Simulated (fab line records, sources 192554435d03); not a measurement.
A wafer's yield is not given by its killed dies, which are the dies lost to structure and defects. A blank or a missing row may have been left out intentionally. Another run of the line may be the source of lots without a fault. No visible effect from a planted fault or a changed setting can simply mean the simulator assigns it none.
Which tool did it?    flow n5_finfet    Sampling: 11 lots, 33 wafers, 4 of 1938 route steps

== WHAT EACH GAUGE READ, for each wafer ==
N5_MIM_TOP_LITHO_INSPECT_12: inspects for defects (macro). Usual: raw_defect_count reads 2.0 (standard deviation 1.4).
lot   measured      on                 raw_defect_count  flag
L702  day 11 13:40  defect_inspect-02  1 0 2             
L704  day 11 21:34  defect_inspect-02  2 2 2             
L703  day 12 01:22  defect_inspect-02  4 0 4             
L706  day 12 19:55  defect_inspect-02  4 0 2             
L707  day 13 11:28  defect_inspect-01  2 0 2             
L709  day 13 16:18  defect_inspect-02  2 3 1             
L712  day 14 01:59  defect_inspect-01  1 5 0             
L717  day 15 09:54  defect_inspect-02  2 2 2             
L721  day 17 05:59  defect_inspect-02  2 3 3             
L722  day 17 12:23  defect_inspect-02  4 2 0             
L724  day 17 19:17  defect_inspect-02  0 2 2             

N5_MIM_BOT_LITHO_CD_MEAS_08 targets a cd of 3000 nm. Usual: cd_nm reads 2999.9 nm (standard deviation 1.8).
lot   measured      on         cd_nm (nm)            flag
L702  day 11 14:32  cd_sem-01  2999.8 3001.7 3003.1  
L704  day 11 22:25  cd_sem-01  2999.7 3002.8 3003.4  
L703  day 12 02:13  cd_sem-02  2996.6 3001.7 2999.4  
L706  day 12 20:46  cd_sem-02  3002.5 2999.2 3003.3  
L707  day 13 12:13  cd_sem-02  2999.9 3000.7 2998.0  
L709  day 13 17:09  cd_sem-02  2998.6 2996.3 2999.9  
L712  day 14 02:47  cd_sem-01  3000.0 2997.4 3000.1  
L717  day 15 10:53  cd_sem-02  2998.2 3001.1 2997.4  
L721  day 17 07:19  cd_sem-02  2999.4 2997.6 2996.9  
L722  day 17 13:17  cd_sem-02  2998.1 3002.3 2997.0  
L724  day 17 20:22  cd_sem-01  3003.8 2999.5 3000.4  

N5_MIM_BOT_LITHO_OVL_MEAS_11. Usual: for MIM_BOT_OVL the level is -5 nm and the standard deviation is 5.8.
lot   measured      on          MIM_BOT_OVL (nm)  flag
L702  day 11 14:34  overlay-01  1 5 2             
L704  day 11 22:27  overlay-01  -1 2 3            
L703  day 12 02:14  overlay-02  0 3 -2            
L706  day 12 20:47  overlay-02  -3 -12 -3         
L707  day 13 12:15  overlay-02  -2 2 -4           
L709  day 13 17:11  overlay-02  -5 -1 1           
L712  day 14 02:49  overlay-01  -11 -10 -7        
L717  day 15 10:55  overlay-01  -10 -9 -6         
L721  day 17 07:20  overlay-01  512 516 517       OFF
L722  day 17 13:19  overlay-01  -1 -5 -8          
L724  day 17 20:23  overlay-01  508 508 507       OFF

== EACH LOT AND THE TOOL THAT RAN IT (in order: tool; ch and the chambers of the sampled wafers; start) ==
lot   N5_MIM_BOT_LITHO_EXPOSE_05
L702  krf_scanner-02 ch 0, day 11 14:22
L704  krf_scanner-02 ch 0, day 11 22:15
L703  krf_scanner-01 ch 0, day 12 02:02
L706  krf_scanner-01 ch 0, day 12 20:35
L707  krf_scanner-01 ch 0, day 13 12:02
L709  krf_scanner-01 ch 0, day 13 16:59
L712  krf_scanner-02 ch 0, day 14 02:37
L717  krf_scanner-02 ch 0, day 15 10:42
L721  krf_scanner-02 ch 0, day 17 07:08
L722  krf_scanner-01 ch 0, day 17 13:07
L724  krf_scanner-02 ch 0, day 17 20:11
- N5_MIM_BOT_LITHO_EXPOSE_05: exposes mask MIM BOT.

== WHAT THE TOOLS THEMSELVES READ (means of the sampled wafers that have a number; where no wafer has one, the mark that the record gives instead) ==
N5_MIM_BOT_LITHO_EXPOSE_05. Usual: focus_offset_nm reads 0.1 nm (standard deviation 0.51).
lot   tool            focus_offset_nm (nm)  flag
L702  krf_scanner-02  -0.4                  
L704  krf_scanner-02  0.1                   
L703  krf_scanner-01  -0.0                  
L706  krf_scanner-01  0.1                   
L707  krf_scanner-01  0.4                   
L709  krf_scanner-01  -0.2                  
L712  krf_scanner-02  0.4                   
L717  krf_scanner-02  0.5                   
L721  krf_scanner-02  -0.3                  
L722  krf_scanner-01  0.0                   
L724  krf_scanner-02  0.5                   

== THE ANSWER, worked out from the rows above alone ==
Rule: a lot is off if the mean of its wafers that have a number lies more than 3 standard deviations from the usual mean. A lot without any number at a reading at which 4 lots or more have one is off too. The other lots that the step has rows for count as sound. Order of review: gauges by route order, followed by the tools' own readings, for which a lot's mean as printed above is used. The first step at which some lot is off is used, and at that step the reading that is off furthest; a lot without a number counts as furthest.
Off: L721, L724, seen at N5_MIM_BOT_LITHO_OVL_MEAS_11 (MIM_BOT_OVL).
A tool fits if, at a process step before that reading, it ran every lot that is off, and no sound lot after the first of them. Gauges at N5_MIM_BOT_LITHO_OVL_MEAS_11: tried the same way as those tools. One candidate fits, namely krf_scanner-02 at N5_MIM_BOT_LITHO_EXPOSE_05. Its last sound lot is L717 (day 15 10:42), its first lot that is off L721 (day 17 07:08): a fault that began between those two fits.

== WHAT THE SIMULATOR PUT IN ==
Scanner matching overlay: krf_scanner-02, from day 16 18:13 on, at N5_MIM_BOT_LITHO_EXPOSE_05. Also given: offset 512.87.
Shown lots that were struck: L721, L724. The same result came from the rule above.
